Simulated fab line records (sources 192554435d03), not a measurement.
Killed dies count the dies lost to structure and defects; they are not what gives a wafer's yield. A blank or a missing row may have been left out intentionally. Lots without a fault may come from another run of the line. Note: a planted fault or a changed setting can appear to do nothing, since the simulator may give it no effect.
Problem report, 8D (eight disciplines) form, completed by code -- flow n5-finfet -- the parts of the form that need people (team, actions taken, sign-off) are left out

== 1. WHAT IS WRONG ==
At N5_BEOL_M0_SAQP_ETCH_88, etch-rf-on-time-s averages 3.83 s over 6 wafers from 2 lots, while fault-free wafers read 5.20 s, standard deviation 0.1. Relative to the usual mean, that is a shift of -14 standard deviations.
The step: etches underlayer in N2/H2, target depth 6.5 nm, time 5.2 s.
Seen first at day 9 01:25 on rie-diel-02, wafer L288.1. The record holds 27 wafers of 9 lots with a number at this step. Rule for "out", or "out of limits": more than 4 standard deviations from the usual mean. All remaining wafers that have a number are taken as sound.

== 2. WHAT IT IS, AND WHAT IT ISN'T ==
question,is,is not
which readings at this step,etch-rf-on-time-s,"drypump-motor-current-A, rf-vpp-V, showerhead-plenum-p-Torr, throttle-valve-pct"
which lots,"L288, L290","L275, L276, L277, L280, L291, L297, L298"
which wafers of those lots,all that have a number,-
read on which tools,rie-diel-02,"rie-diel-03, rie-diel-04"
when,from day 9 01:25,"up to then (12 sound wafers); but 9 sound wafers of L291, L297, L298 came after"

== 3. SUSPECTS, AND WHAT RULES EACH OUT ==
Counting: a tool at any process step up to the reading remains a suspect when it ran all the lots that are out and ran no sound lot after the first of those.
- rie-diel-02 at N5_BEOL_M0_SAQP_ETCH_88 (etches underlayer in N2/H2, target depth 6.5 nm, time 5.2 s): kept. Every lot that is out went through it, starting with L288 (day 9 01:25), and after that it ran no sound lot; the last sound lot it ran before then is L280 (day 7 01:47). Its own etch-rf-on-time-s readings are out on those wafers.
Remaining after the count: rie-diel-02 at N5_BEOL_M0_SAQP_ETCH_88.

== 4. THE CAUSE (what the simulator had put in) ==
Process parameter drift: rie-diel-02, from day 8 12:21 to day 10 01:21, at N5_BEOL_M0_SAQP_ETCH_88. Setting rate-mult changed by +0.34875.
Only this tool survived the counting.

== 5. THE CHAIN OF EFFECTS, in route order ==
Each row: a reading whose mean over the struck wafers that have a number lies more than 3 standard deviations from the usual. Only readings for which the record gives a usual standard deviation are gone through. hours: the time from each lot's start at the first step in this table that gives one to its start at this step, as a median over the lots. sigmas: the change in usual standard deviations.
hours,step,reading,usual,on struck wafers,change,sigmas
0,N5_BEOL_M0_SAQP_ETCH_88,etch-rf-on-time-s,5.20 s,3.83,-1.37,-14
Process steps it contains:
- N5_BEOL_M0_SAQP_ETCH_88: etches underlayer in N2/H2, target depth 6.5 nm, time 5.2 s.
At these later measuring or inspecting steps, every struck wafer for which the step has a row has a number for every such reading, and none has moved that far: N5_BEOL_M4_RC_MEAS_101.

== 6. HOW IT WOULD HAVE BEEN CAUGHT EARLIER ==
The fault began at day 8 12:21; the first out-of-limits reading in this record came at day 9 01:25, 13 hours later.
